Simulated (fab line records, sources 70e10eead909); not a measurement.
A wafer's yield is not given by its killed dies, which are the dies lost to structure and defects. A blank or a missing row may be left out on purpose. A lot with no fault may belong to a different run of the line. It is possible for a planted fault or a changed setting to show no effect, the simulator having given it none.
Chamber matching ; flow nand_harc ; 4 sister chambers for NHARC_A_CHANNEL_FILL_D1_CMP_10 on cmp-03
The step polishes, target thk 150 nm. 4 wafers are shown with their chamber, then 9 later ones without.

== WAFERS, EACH WITH ITS CHAMBER ==
wafer;chamber;slurry_flow_ml_min
L079.6;1;150.1
L082.2;3;150.0
L083.1;0;149.7
L083.6;2;150.2

== WAFERS WITH NO CHAMBER GIVEN ==
wafer;slurry_flow_ml_min
L086.1;149.5
L086.2;149.5
L086.5;149.9
L090.1;150.0
L090.2;149.2
L090.5;150.5
L091.2;149.7
L091.3;150.5
L091.5;150.0

== CHAMBER TAKEN BY EACH ==
wafer;from the rows above;in truth
L086.1;can't be placed: 0 or 3 or 1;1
L086.2;can't be placed: 0 or 3 or 1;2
L086.5;can't be placed: 3 or 1 or 0 or 2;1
L090.1;can't be placed: 3 or 1 or 2 or 0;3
L090.2;can't be placed: 0 or 3 or 1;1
L090.5;can't be placed: 2 or 1 or 3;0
L091.2;can't be placed: 0 or 3 or 1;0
L091.3;can't be placed: 2 or 1 or 3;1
L091.5;can't be placed: 3 or 1 or 2 or 0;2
Correctly placed: 0 of 9. Can't be placed from these rows: 9 (the true chamber is among the candidates in 7). Number placed wrongly: 0.
How it was worked out, from the rows above alone: a wafer's distance from a chamber is the root of the sum, over the readings, of the square of ((its reading less the chamber's mean) divided by the reading's scatter). If the next closest chamber is less than 2 further off than the closest, the wafer can't be placed; otherwise it belongs to the closest. A chamber's mean is the mean of its shown wafers. The scatter: with one shown wafer a chamber, the root of the mean of the squares of how far each hidden wafer lies from its nearest shown one.
